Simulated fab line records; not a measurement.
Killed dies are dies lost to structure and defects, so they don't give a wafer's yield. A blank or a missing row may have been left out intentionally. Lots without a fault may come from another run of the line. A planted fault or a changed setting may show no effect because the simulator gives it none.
A lot that was struck, set against a sound lot ; flow n5_finfet ; 12 steps out of a route of 1938
Sound: the wafers L463.1, L463.4, L463.6. Struck: wafer L455.1 (L455.2, L455.4, from the same lot, were not struck and are left out); the cause is given at the end.
Per side, at each step with rows, come the tool, then ch with its chambers, and then its first start. Under that, the readings that differ: sound wafers ; struck wafers ; difference of the means ; sigmas: that difference in standard deviations of wafers without a fault.
alike: words and numbers the same on both sides, and readings whose means are apart by under 2 such deviations; not compared: readings that were withheld, readings missing a value for some wafer, numbers with overlapping values and no deviation given by the record, and bounds like >300 which may hide the same value.
Wherever a step has rows on one side only, a row that says differs or no value, or a row with sigmas, the two part there. Non-overlapping numbers with no deviation appear without sigmas and do not part them. A reading missing from all wafers of one side parts the sides only when that side holds two or more wafers.

first, 9 steps without rows for these wafers: N5_MOL_CONTACT_COAG_DESCUM_13 (chemistry O2, time 7 s); N5_MOL_CONTACT_COAG_ETCH_59 (etches underlayer in N2/H2, target depth 13 nm, time 10.4 s); N5_MOL_CONTACT_COAG_ETCH_105 (etches SiARC in CF4, target depth 15.6 nm, time 26 s); N5_MOL_CONTACT_COAG_ETCH_106 (etches SOC in N2/H2, target depth 80 nm, overetch 16 nm, time 120 s); N5_MOL_CONTACT_COAG_STRIP_107 (strips in N2/H2); N5_MOL_CONTACT_COAG_STRIP_108 (strips in N2/H2); N5_MOL_CONTACT_COAG_CONTACT_ETCH_14 (etches SiO2 in C4F6/O2, target depth 27.5 nm, overetch 8.5 nm, time 20 s); N5_MOL_CONTACT_COAG_STRIP_109 (strips in C4F6/O2); N5_MOL_CONTACT_COAG_ETCH_15 (etches SiNx in CH3F/O2, stops on Si:P, target depth 7 nm).
N5_MOL_CONTACT_COAG_ETCH_110: etches Si in CF4/O2, target depth 2.5 nm, time 8 s.
  sound on rie_diel-01 ch 0,3, day 9 20:47; struck on rie_diel-02 ch 1, day 8 04:46
reading;sound;struck;difference;sigmas
drypump_motor_current_A (A);4.9 4.9 4.9;5.7;+0.8;+2
oes_f_703_au (a.u.);0.68 0.84 0.84;1.07;+0.28;+4
rf_fwd_power_W (W);198.0 197.7 198.7;244.6;+46.5;+53
rf_vpp_V (V);129.9 125.7 126.0;113.3;-13.9;-6
showerhead_plenum_p_Torr (Torr);2.21 2.34 2.34;2.15;-0.15;-2
model.etch.depth_nm (nm);2.364 2.518 2.53;3.052;+0.581;
  alike: chamber_pressure_mTorr, mfc_ar_sccm, oes_product_au, throttle_valve_pct
  not compared: rf_hours_counter_h
then, 1 step without rows for these wafers: N5_MOL_CONTACT_COAG_STRIP_98 (strips in N2/H2).
-- record jumps: 4 days separate the struck wafers' starts on either side; left off in module MOL_CONTACT_COAG, taken up again in module BEOL_M4, whose first shown step is the route's number 1111 --
N5_BEOL_M4_RC_MEAS_101:
  sound on prober-02 ch 0, day 13 14:20; struck on prober-01 ch 0, day 12 06:58
reading;sound;struck;difference;sigmas
ION_N (uA/um);676 675 675;649;-26;-2
  alike: DIBL_N, DIBL_P, IOFF_N, IOFF_P, ION_P, SS_N, SS_P, VT_N, VT_P

== WHERE THEY PART ==
At N5_MOL_CONTACT_COAG_ETCH_110 first; at N5_BEOL_M4_RC_MEAS_101 last (within this record only).

WHY: the cause the simulator had injected
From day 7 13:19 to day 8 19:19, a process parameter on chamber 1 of rie_diel-02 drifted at N5_MOL_CONTACT_COAG_ETCH_110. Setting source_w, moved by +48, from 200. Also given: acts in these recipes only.
